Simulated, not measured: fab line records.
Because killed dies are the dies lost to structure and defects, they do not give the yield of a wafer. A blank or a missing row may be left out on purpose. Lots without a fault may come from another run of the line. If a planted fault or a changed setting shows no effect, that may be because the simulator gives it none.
What tool caused it? / flow nand_harc / 13 lots with 38 wafers sampled at 5 steps, on a route of 1302 steps

WHAT EACH GAUGE READ, for each wafer
NHARC_END_SORT_01. Usual: killed_at_array 46, standard deviation 15; killed_at_other 0.8, standard deviation 1.1; killed_at_periphery 4.0, standard deviation 2.9; killed_dies 50, standard deviation 15; killed_open 3.2, standard deviation 1.8; killed_short 2.3, standard deviation 1.6.
lot=L907; measured=day 25 08:39; on=prober-01; killed_at_array=58 46 54; killed_at_other=2 1 0; killed_at_periphery=7 10 9; killed_dies=67 57 63; killed_open=4 5 3; killed_short=2 5 3; flag=
lot=L919; measured=day 30 11:53; on=prober-02; killed_at_array=36 676; killed_at_other=0 1; killed_at_periphery=2 0; killed_dies=38 677; killed_open=5 3; killed_short=5 0; flag=OFF
lot=L921; measured=day 31 01:12; on=prober-02; killed_at_array=40 671 673; killed_at_other=0 2 0; killed_at_periphery=8 4 4; killed_dies=48 677 677; killed_open=3 0 4; killed_short=2 3 5; flag=OFF

WHAT TOOL EACH LOT RAN ON (gives the tool, then ch and the chambers of the sampled wafers, and finally the start)
lot=L904; NHARC_A_SLIT_ETCH_24=rie_diel-09 ch 0,3, day 20 00:47; NHARC_A_WL_FILL_ALD_02=ald_metal-03 ch 0,3, day 20 14:07; NHARC_A_WL_FILL_CVD_03=cvd_w-02 ch 0,1, day 20 14:38; NHARC_A_WL_FILL_ETCHBACK_16=rie_diel-11 ch 1,2, no start
lot=L906; NHARC_A_SLIT_ETCH_24=rie_diel-04 ch 0,2,3, day 20 20:24; NHARC_A_WL_FILL_ALD_02=ald_metal-04 ch 1,2,3, day 21 09:52; NHARC_A_WL_FILL_CVD_03=cvd_w-01 ch 0,1, day 21 10:17; NHARC_A_WL_FILL_ETCHBACK_16=rie_diel-11 ch 1,2,3, no start
lot=L907; NHARC_A_SLIT_ETCH_24=rie_diel-09 ch 0,1,3, day 20 21:52; NHARC_A_WL_FILL_ALD_02=ald_metal-01 ch 2,3, day 21 13:49; NHARC_A_WL_FILL_CVD_03=cvd_w-01 ch 0,1, day 21 14:13; NHARC_A_WL_FILL_ETCHBACK_16=rie_diel-08 ch 1,2,3, day 25 08:39 or earlier
lot=L908; NHARC_A_SLIT_ETCH_24=rie_diel-09 ch 0,2,3, day 21 06:34; NHARC_A_WL_FILL_ALD_02=ald_metal-01 ch 0,3, day 21 20:01; NHARC_A_WL_FILL_CVD_03=cvd_w-02 ch 0,1, day 21 20:31; NHARC_A_WL_FILL_ETCHBACK_16=rie_diel-06 ch 0,1, no start
lot=L909; NHARC_A_SLIT_ETCH_24=rie_diel-04 ch 0,1,2, day 21 06:43; NHARC_A_WL_FILL_ALD_02=ald_metal-04 ch 0,2,3, day 21 23:41; NHARC_A_WL_FILL_CVD_03=cvd_w-01 ch 0,1, day 22 00:02; NHARC_A_WL_FILL_ETCHBACK_16=rie_diel-11 ch 0,1, no start
lot=L910; NHARC_A_SLIT_ETCH_24=rie_diel-09 ch 0,1,3, day 22 09:20; NHARC_A_WL_FILL_ALD_02=ald_metal-04 ch 0,1,2, day 22 22:46; NHARC_A_WL_FILL_CVD_03=cvd_w-01 ch 0,1, day 22 23:08; NHARC_A_WL_FILL_ETCHBACK_16=rie_diel-08 ch 1,2, no start
lot=L911; NHARC_A_SLIT_ETCH_24=rie_diel-09 ch 0,1,3, day 22 10:37; NHARC_A_WL_FILL_ALD_02=ald_metal-03 ch 0,1,3, day 22 22:45; NHARC_A_WL_FILL_CVD_03=cvd_w-02 ch 0,1, day 22 23:12; NHARC_A_WL_FILL_ETCHBACK_16=rie_diel-11 ch 1,2, no start
lot=L913; NHARC_A_SLIT_ETCH_24=rie_diel-09 ch 0,1,2, day 23 12:19; NHARC_A_WL_FILL_ALD_02=ald_metal-03 ch 2,3, day 24 01:58; NHARC_A_WL_FILL_CVD_03=cvd_w-02 ch 0,1, day 24 02:25; NHARC_A_WL_FILL_ETCHBACK_16=rie_diel-08 ch 1,2, no start
lot=L914; NHARC_A_SLIT_ETCH_24=rie_diel-09 ch 0,2, day 24 07:19; NHARC_A_WL_FILL_ALD_02=ald_metal-04 ch 0,2,3, day 24 21:11; NHARC_A_WL_FILL_CVD_03=cvd_w-02 ch 0,1, day 24 21:33; NHARC_A_WL_FILL_ETCHBACK_16=rie_diel-11 ch 0,2, no start
lot=L919; NHARC_A_SLIT_ETCH_24=rie_diel-04 ch 1,3, day 25 14:50; NHARC_A_WL_FILL_ALD_02=ald_metal-04 ch 1, day 26 04:08; NHARC_A_WL_FILL_CVD_03=cvd_w-02 ch 1, day 26 04:38; NHARC_A_WL_FILL_ETCHBACK_16=rie_diel-08 ch 1,2, day 30 11:53 or earlier
lot=L921; NHARC_A_SLIT_ETCH_24=rie_diel-09 ch 0,1,2, day 26 09:20; NHARC_A_WL_FILL_ALD_02=ald_metal-04 ch 1,2,3, day 26 22:50; NHARC_A_WL_FILL_CVD_03=cvd_w-02 ch 0,1, day 26 23:16; NHARC_A_WL_FILL_ETCHBACK_16=rie_diel-06 ch 1,2,3, day 31 01:12 or earlier
lot=L925; NHARC_A_SLIT_ETCH_24=rie_diel-07 ch 1,2,3, day 27 22:09; NHARC_A_WL_FILL_ALD_02=ald_metal-03 ch 2,3, day 28 11:32; NHARC_A_WL_FILL_CVD_03=cvd_w-02 ch 0,1, day 28 11:59; NHARC_A_WL_FILL_ETCHBACK_16=rie_diel-08 ch 0,2, no start
lot=L927; NHARC_A_SLIT_ETCH_24=rie_diel-04 ch 0,1,3, day 29 10:58; NHARC_A_WL_FILL_ALD_02=ald_metal-01 ch 1,2,3, day 29 23:47; NHARC_A_WL_FILL_CVD_03=cvd_w-01 ch 0, day 30 00:11; NHARC_A_WL_FILL_ETCHBACK_16=rie_diel-08 ch 0,1,2, no start
- NHARC_A_SLIT_ETCH_24: etches the open film in CF4/CHF3, target depth 121 nm, time 60.5 s.
- NHARC_A_WL_FILL_ALD_02: deposits TiN, target thk 2 nm, pulse time 3 s, ald cycles 100.
- NHARC_A_WL_FILL_CVD_03: deposits W, target thk 40 nm, time 279 s.
- NHARC_A_WL_FILL_ETCHBACK_16: etches the open film in C4F8/O2/Ar, target depth 120 nm, time 24 s.

WHAT THE TOOLS THEMSELVES READ (means of the sampled wafers that have a number; where no wafer has one, the mark that the record gives instead)
NHARC_A_SLIT_ETCH_24. Usual: drypump_motor_current_A 5.7 A, standard deviation 0.31; oes_product_au 0.959 a.u., standard deviation 0.017; rf_vpp_V 369.4 V, standard deviation 2.2; showerhead_plenum_p_Torr 1.54 Torr, standard deviation 0.06; throttle_valve_pct 16.802 %, standard deviation 0.0081.
lot=L904; tool=rie_diel-09; drypump_motor_current_A (A)=5.8; oes_product_au (a.u.)=0.951; rf_vpp_V (V)=367.4; showerhead_plenum_p_Torr (Torr)=1.48; throttle_valve_pct (%)=16.809; flag=
lot=L906; tool=rie_diel-04; drypump_motor_current_A (A)=5.6; oes_product_au (a.u.)=0.976; rf_vpp_V (V)=369.9; showerhead_plenum_p_Torr (Torr)=1.59; throttle_valve_pct (%)=16.809; flag=
lot=L907; tool=rie_diel-09; drypump_motor_current_A (A)=5.9; oes_product_au (a.u.)=0.952; rf_vpp_V (V)=368.6; showerhead_plenum_p_Torr (Torr)=1.49; throttle_valve_pct (%)=16.798; flag=
lot=L908; tool=rie_diel-09; drypump_motor_current_A (A)=6.0; oes_product_au (a.u.)=0.975; rf_vpp_V (V)=366.8; showerhead_plenum_p_Torr (Torr)=1.48; throttle_valve_pct (%)=16.795; flag=
lot=L909; tool=rie_diel-04; drypump_motor_current_A (A)=5.7; oes_product_au (a.u.)=0.929; rf_vpp_V (V)=371.8; showerhead_plenum_p_Torr (Torr)=1.59; throttle_valve_pct (%)=16.798; flag=
lot=L910; tool=rie_diel-09; drypump_motor_current_A (A)=5.9; oes_product_au (a.u.)=0.972; rf_vpp_V (V)=367.8; showerhead_plenum_p_Torr (Torr)=1.49; throttle_valve_pct (%)=16.803; flag=
lot=L911; tool=rie_diel-09; drypump_motor_current_A (A)=5.9; oes_product_au (a.u.)=0.964; rf_vpp_V (V)=368.3; showerhead_plenum_p_Torr (Torr)=1.49; throttle_valve_pct (%)=16.806; flag=
lot=L913; tool=rie_diel-09; drypump_motor_current_A (A)=5.7; oes_product_au (a.u.)=0.969; rf_vpp_V (V)=367.7; showerhead_plenum_p_Torr (Torr)=1.49; throttle_valve_pct (%)=16.808; flag=
lot=L914; tool=rie_diel-09; drypump_motor_current_A (A)=5.7; oes_product_au (a.u.)=0.955; rf_vpp_V (V)=366.7; showerhead_plenum_p_Torr (Torr)=1.47; throttle_valve_pct (%)=16.797; flag=
lot=L919; tool=rie_diel-04; drypump_motor_current_A (A)=5.7; oes_product_au (a.u.)=0.923; rf_vpp_V (V)=372.9; showerhead_plenum_p_Torr (Torr)=1.62; throttle_valve_pct (%)=16.792; flag=
lot=L921; tool=rie_diel-09; drypump_motor_current_A (A)=5.8; oes_product_au (a.u.)=0.980; rf_vpp_V (V)=367.6; showerhead_plenum_p_Torr (Torr)=1.49; throttle_valve_pct (%)=16.795; flag=
lot=L925; tool=rie_diel-07; drypump_motor_current_A (A)=5.2; oes_product_au (a.u.)=0.967; rf_vpp_V (V)=371.2; showerhead_plenum_p_Torr (Torr)=1.58; throttle_valve_pct (%)=16.800; flag=
lot=L927; tool=rie_diel-04; drypump_motor_current_A (A)=5.7; oes_product_au (a.u.)=0.980; rf_vpp_V (V)=371.7; showerhead_plenum_p_Torr (Torr)=1.59; throttle_valve_pct (%)=16.799; flag=

NHARC_A_WL_FILL_ALD_02. Usual: heater_power_w 1078 W, standard deviation 110; precursor_pulse_height_rel 0.998, standard deviation 0.021.
lot=L904; tool=ald_metal-03; heater_power_w (W)=1110; precursor_pulse_height_rel=0.997; flag=
lot=L906; tool=ald_metal-04; heater_power_w (W)=1045; precursor_pulse_height_rel=0.975; flag=
lot=L907; tool=ald_metal-01; heater_power_w (W)=1092; precursor_pulse_height_rel=0.999; flag=
lot=L908; tool=ald_metal-01; heater_power_w (W)=1016; precursor_pulse_height_rel=0.991; flag=
lot=L909; tool=ald_metal-04; heater_power_w (W)=983; precursor_pulse_height_rel=0.995; flag=
lot=L910; tool=ald_metal-04; heater_power_w (W)=1081; precursor_pulse_height_rel=1.007; flag=
lot=L911; tool=ald_metal-03; heater_power_w (W)=1114; precursor_pulse_height_rel=0.992; flag=
lot=L913; tool=ald_metal-03; heater_power_w (W)=1251; precursor_pulse_height_rel=1.013; flag=
lot=L914; tool=ald_metal-04; heater_power_w (W)=987; precursor_pulse_height_rel=0.997; flag=
lot=L919; tool=ald_metal-04; heater_power_w (W)=1238; precursor_pulse_height_rel=0.988; flag=
lot=L921; tool=ald_metal-04; heater_power_w (W)=1059; precursor_pulse_height_rel=0.987; flag=
lot=L925; tool=ald_metal-03; heater_power_w (W)=1284; precursor_pulse_height_rel=0.979; flag=
lot=L927; tool=ald_metal-01; heater_power_w (W)=1079; precursor_pulse_height_rel=0.988; flag=

NHARC_A_WL_FILL_CVD_03. Usual: heater_power_w 462 W, standard deviation 39; throttle_valve_pct 7.90 %, standard deviation 0.22.
lot=L904; tool=cvd_w-02; heater_power_w (W)=470; throttle_valve_pct (%)=8.08; flag=
lot=L906; tool=cvd_w-01; heater_power_w (W)=450; throttle_valve_pct (%)=7.71; flag=
lot=L907; tool=cvd_w-01; heater_power_w (W)=424; throttle_valve_pct (%)=7.66; flag=
lot=L908; tool=cvd_w-02; heater_power_w (W)=479; throttle_valve_pct (%)=7.79; flag=
lot=L909; tool=cvd_w-01; heater_power_w (W)=444; throttle_valve_pct (%)=7.63; flag=
lot=L910; tool=cvd_w-01; heater_power_w (W)=445; throttle_valve_pct (%)=7.81; flag=
lot=L911; tool=cvd_w-02; heater_power_w (W)=496; throttle_valve_pct (%)=8.12; flag=
lot=L913; tool=cvd_w-02; heater_power_w (W)=485; throttle_valve_pct (%)=7.96; flag=
lot=L914; tool=cvd_w-02; heater_power_w (W)=480; throttle_valve_pct (%)=8.22; flag=
lot=L919; tool=cvd_w-02; heater_power_w (W)=466; throttle_valve_pct (%)=8.20; flag=
lot=L921; tool=cvd_w-02; heater_power_w (W)=481; throttle_valve_pct (%)=8.06; flag=
lot=L925; tool=cvd_w-02; heater_power_w (W)=476; throttle_valve_pct (%)=7.72; flag=
lot=L927; tool=cvd_w-01; heater_power_w (W)=482; throttle_valve_pct (%)=7.76; flag=

NHARC_A_WL_FILL_ETCHBACK_16. Usual: oes_product_au 0.985 a.u., standard deviation 0.026; rf_vpp_V 721 V, standard deviation 3.8.
lot=L904; tool=rie_diel-11; oes_product_au (a.u.)=0.991; rf_vpp_V (V)=718; flag=
lot=L906; tool=rie_diel-11; oes_product_au (a.u.)=1.002; rf_vpp_V (V)=719; flag=
lot=L907; tool=rie_diel-08; oes_product_au (a.u.)=0.986; rf_vpp_V (V)=721; flag=
lot=L908; tool=rie_diel-06; oes_product_au (a.u.)=1.003; rf_vpp_V (V)=719; flag=
lot=L909; tool=rie_diel-11; oes_product_au (a.u.)=0.928; rf_vpp_V (V)=722; flag=
lot=L910; tool=rie_diel-08; oes_product_au (a.u.)=0.994; rf_vpp_V (V)=721; flag=
lot=L911; tool=rie_diel-11; oes_product_au (a.u.)=1.003; rf_vpp_V (V)=718; flag=
lot=L913; tool=rie_diel-08; oes_product_au (a.u.)=0.985; rf_vpp_V (V)=721; flag=
lot=L914; tool=rie_diel-11; oes_product_au (a.u.)=0.994; rf_vpp_V (V)=722; flag=
lot=L919; tool=rie_diel-08; oes_product_au (a.u.)=0.999; rf_vpp_V (V)=720; flag=
lot=L921; tool=rie_diel-06; oes_product_au (a.u.)=1.004; rf_vpp_V (V)=722; flag=
lot=L925; tool=rie_diel-08; oes_product_au (a.u.)=0.995; rf_vpp_V (V)=719; flag=
lot=L927; tool=rie_diel-08; oes_product_au (a.u.)=0.924; rf_vpp_V (V)=721; flag=

THE ANSWER, worked out from the rows above alone
Rule: a lot counts as off when the mean over its wafers that have a number is more than 3 standard deviations away from the usual mean. Also off: a lot with no number at a reading for which 4 or more lots have one. Any other lot the step has rows for is counted as sound. After the gauges, taken in route order, come the tools' own readings; for these a lot's mean is taken, as printed above. At the first step where some lot is off, the reading lying furthest off is the one used; lots without a number count as furthest.
Off at NHARC_END_SORT_01 (killed_dies): L919, L921. Neither off nor sound, because the step has no rows for them: L904, L906, L908, L909, L910, L911, L913, L914, L925, L927.
A tool fits if, at a process step before that reading, it ran every lot that is off, and no sound lot after the first of them. Those tools and the gauges at NHARC_END_SORT_01 are tried in the same way. NHARC_A_WL_FILL_ETCHBACK_16: start missing for some lots; hours and lot order therefore follow NHARC_END_SORT_01. Can't be told from this: 3 tools fit, ald_metal-04 at NHARC_A_WL_FILL_ALD_02, cvd_w-02 at NHARC_A_WL_FILL_CVD_03, prober-02 at NHARC_END_SORT_01.

WHAT HAD BEEN PUT IN BY THE SIMULATOR
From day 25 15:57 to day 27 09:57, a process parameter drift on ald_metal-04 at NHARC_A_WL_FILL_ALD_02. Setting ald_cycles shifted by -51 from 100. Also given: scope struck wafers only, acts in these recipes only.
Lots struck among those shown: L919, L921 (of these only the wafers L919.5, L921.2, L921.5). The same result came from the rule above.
